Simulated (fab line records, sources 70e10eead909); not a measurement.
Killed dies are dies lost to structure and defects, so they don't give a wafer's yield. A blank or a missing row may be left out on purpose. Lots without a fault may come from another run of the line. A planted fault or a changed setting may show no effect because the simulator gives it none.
Chamber matching | flow nand_harc | NHARC_A_BLC_DESCUM_15 on rie_diel-01: 4 sister chambers
The step chemistry O2, time 3 s. 4 wafers are shown with their chamber, then 12 later ones without.

WAFERS WITH THEIR CHAMBER
wafer  | chamber | showerhead_plenum_p_Torr (Torr)
L078.5 | 3       | 1.95
L080.6 | 2       | 1.94
L088.5 | 1       | 1.84
L088.6 | 0       | 1.91

WAFERS WITHOUT THEIR CHAMBER
wafer  | showerhead_plenum_p_Torr (Torr)
L087.1 | 1.84
L087.3 | 1.91
L087.5 | 1.94
L089.1 | 1.91
L089.3 | 1.84
L089.6 | 1.94
L094.3 | 1.84
L094.4 | 1.95
L094.5 | 1.84
L096.3 | 1.83
L096.5 | 1.94
L096.6 | 1.95

WHICH CHAMBER EACH WENT THROUGH
wafer  | from the rows above | in truth
L087.1 | 1                   | 1
L087.3 | 0                   | 0
L087.5 | 2                   | 2
L089.1 | 0                   | 0
L089.3 | 1                   | 1
L089.6 | 2                   | 2
L094.3 | 1                   | 1
L094.4 | 3                   | 3
L094.5 | 1                   | 1
L096.3 | 1                   | 1
L096.5 | 2                   | 2
L096.6 | 3                   | 3
Placed correctly: 12 of 12. Can't be placed from these rows: 0. Placed wrongly: 0.
How it was worked out, from the rows above alone: a wafer's distance from a chamber is the root of the sum, over the readings, of the square of ((its reading less the chamber's mean) divided by the reading's scatter). The wafer belongs to the nearest chamber; if the next one is less than 2 further off, it can't be placed. A chamber's mean is the mean of its shown wafers. The scatter: with one shown wafer a chamber, the root of the mean of the squares of how far each hidden wafer lies from its nearest shown one.
